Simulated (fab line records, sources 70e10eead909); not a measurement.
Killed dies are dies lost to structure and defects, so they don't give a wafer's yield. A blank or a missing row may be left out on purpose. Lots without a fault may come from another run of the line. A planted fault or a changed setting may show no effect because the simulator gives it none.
Chamber matching | flow nand_harc | NHARC_P_M2_CMP_23 on cmp-04: 4 sister chambers
The step polishes, t overpolish 20 s, target thk 144.3 nm. 18 wafers are shown with their chamber, then 9 later ones without.

WAFERS WITH THEIR CHAMBER
wafer  | chamber | motor_current_A (A) | time_to_endpoint_s (s) | slurry_filter_dp_kPa (kPa)
L074.1 | 3       | 10.4                | 25                     | 13.46
L074.5 | 2       | 12.0                | 29                     | 13.49
L074.6 | 1       | 11.7                | 31                     | 13.39
L076.1 | 0       | 9.9                 | 20                     | 13.37
L076.3 | 3       | 10.2                | 27                     | 13.60
L076.5 | 1       | 11.3                | 28                     | 13.60
L077.1 | 1       | 12.3                | 30                     | 13.52
L077.2 | 0       | 10.0                | 20                     | 13.54
L077.6 | 1       | 11.7                | 29                     | 13.46
L078.3 | 2       | 12.8                | 33                     | 13.48
L078.4 | 0       | 10.2                | 22                     | 13.65
L078.6 | 0       | 10.2                | 22                     | 13.47
L087.1 | 2       | 12.4                | 30                     | 13.44
L087.2 | 3       | 10.3                | 31                     | 13.54
L087.3 | 1       | 12.1                | 34                     | 13.52
L086.1 | 1       | 11.7                | 34                     | 13.61
L086.3 | 0       | 10.3                | 22                     | 13.44
L086.5 | 2       | 12.6                | 35                     | 13.63

SIGNATURES (means of the wafers above)
reading              | chamber 0 | chamber 1 | chamber 2 | chamber 3 | scatter within a chamber
motor_current_A      | 10.120    | 11.800    | 12.450    | 10.300    | 0.28
time_to_endpoint_s   | 21.20     | 31.00     | 31.75     | 27.67     | 2.36
slurry_filter_dp_kPa | 13.4940   | 13.5167   | 13.5100   | 13.5333   | 0.0889
Rule: a wafer's distance from a chamber is the root of the sum, over the readings, of the square of ((its reading less the chamber's mean) divided by the reading's scatter). The wafer belongs to the nearest chamber; if the next one is less than 2 further off, it can't be placed. The scatter: the root of (the sum of the squares of (reading less its chamber's mean) over the shown wafers, divided by (wafers less chambers)).

WAFERS WITHOUT THEIR CHAMBER
wafer  | motor_current_A (A) | time_to_endpoint_s (s) | slurry_filter_dp_kPa (kPa)
L092.1 | 10.9                | 26                     | 13.42
L092.3 | 12.8                | 27                     | 13.60
L092.4 | 11.9                | 31                     | 13.60
L091.4 | 12.5                | 29                     | 13.57
L091.5 | 11.4                | 32                     | 13.51
L091.6 | 10.4                | 20                     | 13.20
L095.3 | 12.6                | 33                     | 13.52
L095.5 | 11.8                | 31                     | 13.51
L095.6 | 11.9                | 29                     | 13.26

WHICH CHAMBER EACH WENT THROUGH
wafer  | from the rows above          | in truth
L092.1 | can't be placed: 3 or 0 or 1 | 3
L092.3 | can't be placed: 2 or 1      | 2
L092.4 | can't be placed: 1 or 2      | 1
L091.4 | can't be placed: 2 or 1      | 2
L091.5 | 1                            | 1
L091.6 | can't be placed: 0 or 3      | 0
L095.3 | 2                            | 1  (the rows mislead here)
L095.5 | 1                            | 1
L095.6 | can't be placed: 1 or 2      | 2
Placed correctly: 2 of 9. Can't be placed from these rows: 6 (the true chamber is among the candidates in 6). Placed wrongly: 1.
